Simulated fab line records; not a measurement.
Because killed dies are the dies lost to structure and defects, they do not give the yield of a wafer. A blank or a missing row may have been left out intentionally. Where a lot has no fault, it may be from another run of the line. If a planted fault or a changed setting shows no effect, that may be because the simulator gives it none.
Which tool was responsible?    flow n5Finfet    10 lots, 29 wafers sampled, at 5 steps of a route of 1938

## WHAT THE GAUGES SHOWED, per wafer
N5_BEOL_M4_RC_MEAS_101. Usual: DIBL_N 37.0 mV/V, standard deviation 2.3; DIBL_P 37.3 mV/V, standard deviation 2.8; IOFF_N 0.17 nA/um, standard deviation 0.046; IOFF_P 0.23 nA/um, standard deviation 0.054; ION_N 675 uA/um, standard deviation 14; ION_P 460 uA/um, standard deviation 9.3; SS_N 71.7 mV/dec, standard deviation 0.73; SS_P 73.6 mV/dec, standard deviation 0.95; VT_N 249 mV, standard deviation 3.9; VT_P -250 mV, standard deviation 3.9.
lot   measured      on         DIBL_N (mV/V)   DIBL_P (mV/V)   IOFF_N (nA/um)  IOFF_P (nA/um)  ION_N (uA/um)  ION_P (uA/um)  SS_N (mV/dec)   SS_P (mV/dec)   VT_N (mV)    VT_P (mV)       flag
L108  day 7 23:18   prober-02  40.3 37.1 43.8  40.9 35.4 44.8  0.23 0.15 0.36  0.31 0.21 0.42  680 676 712    471 464 478    72.2 71.3 73.7  74.8 73.7 76.2  243 251 240  -246 -251 -243  
L113  day 9 09:13   prober-01  36.5 34.8 40.1  38.2 36.0 43.2  0.19 0.14 0.28  0.25 0.21 0.37  691 653 701    469 455 483    72.1 71.9 72.7  73.1 71.4 74.5  246 251 242  -247 -248 -242  
L117  day 10 06:52  prober-02  35.7 41.2       35.0 42.4       0.15 0.27       0.23 0.37       677 700        468 473        71.5 73.1       73.0 74.4       250 244      -246 -243       
L119  day 10 19:25  prober-01  37.4 39.7 37.1  35.9 38.7 36.5  0.17 0.21 0.15  0.19 0.24 0.20  670 677 650    458 461 450    71.4 72.4 71.0  73.9 73.9 72.9  247 246 252  -251 -251 -251  
L120  day 11 08:12  prober-02  32.2 39.6 37.6  32.4 41.7 38.2  0.11 0.26 0.19  0.18 0.34 0.26  655 701 678    460 478 465    70.1 71.5 72.0  72.2 75.0 73.4  256 240 247  -253 -244 -245  
L121  day 11 10:53  prober-02  36.1 33.9 37.1  38.2 34.1 38.5  0.19 0.14 0.23  0.28 0.21 0.30  668 673 694    459 458 469    71.0 70.5 71.8  74.4 72.7 74.5  243 251 241  -245 -250 -245  
L122  day 12 16:50  prober-01  34.0 40.2 38.4  32.0 40.6 38.3  0.10 0.21 0.18  0.16 0.31 0.26  656 663 656    456 458 453    70.8 73.1 73.0  72.3 74.7 74.2  256 250 247  -253 -247 -249  
L124  day 12 21:28  prober-01  39.3 41.2 36.0  41.4 44.0 36.5  0.23 0.28 0.16  0.26 0.32 0.19  687 704 681    465 470 456    72.8 73.7 71.7  74.4 75.4 73.3  246 241 248  -248 -245 -253  
L129  day 13 20:28  prober-01  37.8 38.4 40.4  36.6 36.6 38.7  0.16 0.16 0.22  0.20 0.21 0.24  677 656 668    459 444 451    71.3 71.8 72.2  73.3 72.9 73.2  250 253 247  -256 -252 -253  
L130  day 14 07:43  prober-02  37.7 40.0 35.8  38.9 40.9 37.0  0.19 0.24 0.15  0.28 0.30 0.23  670 696 677    460 474 471    72.9 73.1 71.6  73.9 74.6 73.2  249 244 250  -247 -245 -248  

## EACH LOT AND THE TOOL THAT RAN IT (in order: tool; ch and the chambers of the sampled wafers; start)
lot   N5_GATE_CUT_ETCH_37                N5_GATE_CUT_VAPOR_ETCH_49         N5_GATE_CUT_STRIP_21                 N5_GATE_CUT_CMP_43
L108  rieDiel-02 ch 0,1, day 4 10:40     rieMetal-02 ch 0,1, day 4 11:12   plasmaAsher-01 ch 0,1, day 4 11:17   cmp-01 ch 0,1,3, day 4 13:28
L113  rieDiel-06 ch 1,2,3, day 5 20:01   rieMetal-02 ch 0,1, day 5 20:33   plasmaAsher-02 ch 0,1, day 5 20:38   cmp-01 ch 0,1,2, day 5 22:37
L117  rieDiel-06 ch 0,1, day 6 16:14     rieMetal-02 ch 0,1, day 6 16:45   plasmaAsher-02 ch 0,1, day 6 16:51   cmp-02 ch 1,2, day 6 19:06
L119  rieDiel-04 ch 0,1, day 7 07:26     rieMetal-02 ch 0,1, day 7 07:58   plasmaAsher-02 ch 1, day 7 08:03     cmp-01 ch 0,2, day 7 10:13
L120  rieDiel-04 ch 0,1,3, day 7 14:22   rieMetal-02 ch 0,1, day 7 14:53   plasmaAsher-02 ch 0,1, day 7 14:58   cmp-02 ch 0,3, day 7 17:04
L121  rieDiel-02 ch 0,1, day 7 22:34     rieMetal-01 ch 0,1, day 7 23:06   plasmaAsher-02 ch 0,1, day 7 23:11   cmp-01 ch 1,2, day 8 01:13
L122  rieDiel-04 ch 0,1,2, day 8 01:06   rieMetal-01 ch 0,1, day 8 01:37   plasmaAsher-01 ch 0,1, day 8 01:42   cmp-03 ch 0,1,3, day 8 03:40
L124  rieDiel-04 ch 2,3, day 8 12:30     rieMetal-02 ch 0,1, day 8 13:02   plasmaAsher-01 ch 0,1, day 8 13:07   cmp-03 ch 0,1, day 8 15:04
L129  rieDiel-04 ch 0,3, day 9 21:23     rieMetal-02 ch 0, day 9 22:07     plasmaAsher-01 ch 0,1, day 9 22:16   cmp-01 ch 0,1,3, day 10 00:38
L130  rieDiel-02 ch 0,1,2, day 10 01:09  rieMetal-01 ch 0,1, day 10 01:40  plasmaAsher-01 ch 0,1, day 10 01:45  cmp-03 ch 1,2,3, day 10 03:59
- N5_GATE_CUT_ETCH_37: etches SOC in N2/H2, target depth 60 nm, overetch 12 nm, time 90 s.
- N5_GATE_CUT_VAPOR_ETCH_49: etches TiAlC in BCl3/Cl2.
- N5_GATE_CUT_STRIP_21: strips in N2/H2, time 30 s.
- N5_GATE_CUT_CMP_43: polishes SiO2.

## AS READ BY THE TOOLS THEMSELVES (means over the sampled wafers that have a number; for cases with no such wafer, the mark the record gives instead)
N5_GATE_CUT_ETCH_37. Usual: for biasW, 149.9 W with a standard deviation of 0.52; for chamberPressureMTorr, 30.002 mTorr with a standard deviation of 0.024; for drypumpMotorCurrentA, 5.8 A with a standard deviation of 0.54; for oesProductAu, 0.68 a.u. with a standard deviation of 0.062; for rfVppV, 524.3 V with a standard deviation of 2.8; for showerheadPlenumPTorr, 2.56 Torr with a standard deviation of 0.095; for throttleValvePct, 17.75 % with a standard deviation of 0.24.
lot   tool        biasW (W)  chamberPressureMTorr (mTorr)  drypumpMotorCurrentA (A)  oesProductAu (a.u.)  rfVppV (V)  showerheadPlenumPTorr (Torr)  throttleValvePct (%)  flag
L108  rieDiel-02  150.2      30.002                        5.5                       0.64                 526.7       2.61                          17.61                 
L113  rieDiel-06  149.7      29.987                        5.6                       0.75                 521.7       2.50                          17.63                 
L117  rieDiel-06  150.1      29.984                        5.7                       0.71                 525.5       2.61                          17.62                 
L119  rieDiel-04  149.6      30.011                        5.7                       0.67                 527.5       2.66                          17.79                 
L120  rieDiel-04  150.1      29.991                        5.8                       0.65                 524.3       2.57                          17.78                 
L121  rieDiel-02  149.9      29.994                        6.0                       0.78                 525.2       2.60                          17.37                 
L122  rieDiel-04  149.8      29.994                        5.5                       0.66                 526.8       2.64                          17.76                 
L124  rieDiel-04  149.9      29.995                        5.2                       0.65                 524.2       2.55                          17.73                 
L129  rieDiel-04  149.9      30.002                        5.5                       0.65                 524.5       2.57                          17.85                 
L130  rieDiel-02  149.7      29.996                        6.0                       0.70                 523.8       2.54                          17.61                 

N5_GATE_CUT_VAPOR_ETCH_49. Usual: drypumpMotorCurrentA 5.5 A, standard deviation 0.34; heBacksideLeakSccm 3.35 sccm, standard deviation 0.21; oesProductAu 0.75 a.u., standard deviation 0.14.
lot   tool         drypumpMotorCurrentA (A)  heBacksideLeakSccm (sccm)  oesProductAu (a.u.)  flag
L108  rieMetal-02  5.3                       3.27                       0.62                 
L113  rieMetal-02  5.3                       3.33                       0.62                 
L117  rieMetal-02  5.2                       3.27                       0.62                 
L119  rieMetal-02  -                         -                          -                    OFF
L120  rieMetal-02  -                         -                          -                    OFF
L121  rieMetal-01  -                         -                          -                    OFF
L122  rieMetal-01  5.5                       3.34                       0.94                 
L124  rieMetal-02  5.1                       3.45                       0.61                 
L129  rieMetal-02  4.9                       3.26                       0.61                 
L130  rieMetal-01  5.6                       3.27                       0.90                 

N5_GATE_CUT_STRIP_21. Usual: drypumpMotorCurrentA 5.88 A, standard deviation 0.15; heaterPowerW 347 W, standard deviation 52.
lot   tool            drypumpMotorCurrentA (A)  heaterPowerW (W)  flag
L108  plasmaAsher-01  5.99                      362               
L113  plasmaAsher-02  5.85                      363               
L117  plasmaAsher-02  5.79                      348               
L119  plasmaAsher-02  5.96                      391               
L120  plasmaAsher-02  5.71                      335               
L121  plasmaAsher-02  5.85                      371               
L122  plasmaAsher-01  5.97                      319               
L124  plasmaAsher-01  5.97                      321               
L129  plasmaAsher-01  5.98                      319               
L130  plasmaAsher-01  5.97                      317               

N5_GATE_CUT_CMP_43. Usual: motorCurrentA 12.1 A, standard deviation 1.1; retainingRingPressureFrac 1.000, standard deviation 0.0047.
lot   tool    motorCurrentA (A)  retainingRingPressureFrac  flag
L108  cmp-01  12.5               1.001                      
L113  cmp-01  12.0               1.004                      
L117  cmp-02  11.4               1.002                      
L119  cmp-01  11.3               1.002                      
L120  cmp-02  13.9               0.996                      
L121  cmp-01  12.0               0.998                      
L122  cmp-03  11.9               1.003                      
L124  cmp-03  11.5               1.001                      
L129  cmp-01  12.7               1.002                      
L130  cmp-03  11.9               1.003                      

## THE ANSWER, worked out from the rows above alone
Rule: lot off if the mean of its wafers having a number is beyond 3 standard deviations from the usual mean. A lot without any number at a reading at which 4 lots or more have one is off too. Where the step has rows for the other lots, those lots are counted as sound. First the gauges in route order, then the tools' own readings, where a lot's mean is used as printed above. At the first step where some lot is off, the reading lying furthest off is the one used; lots without a number count as furthest.
Off: L119, L120, L121, at N5_GATE_CUT_VAPOR_ETCH_49 (drypumpMotorCurrentA). Without a number there: L119, L120, L121.
A tool fits if, at that step or a process step before it, it ran every lot that is off, and no sound lot after the first of them. Not one of the candidates tried fits.

## WHAT WAS PUT IN BY THE SIMULATOR
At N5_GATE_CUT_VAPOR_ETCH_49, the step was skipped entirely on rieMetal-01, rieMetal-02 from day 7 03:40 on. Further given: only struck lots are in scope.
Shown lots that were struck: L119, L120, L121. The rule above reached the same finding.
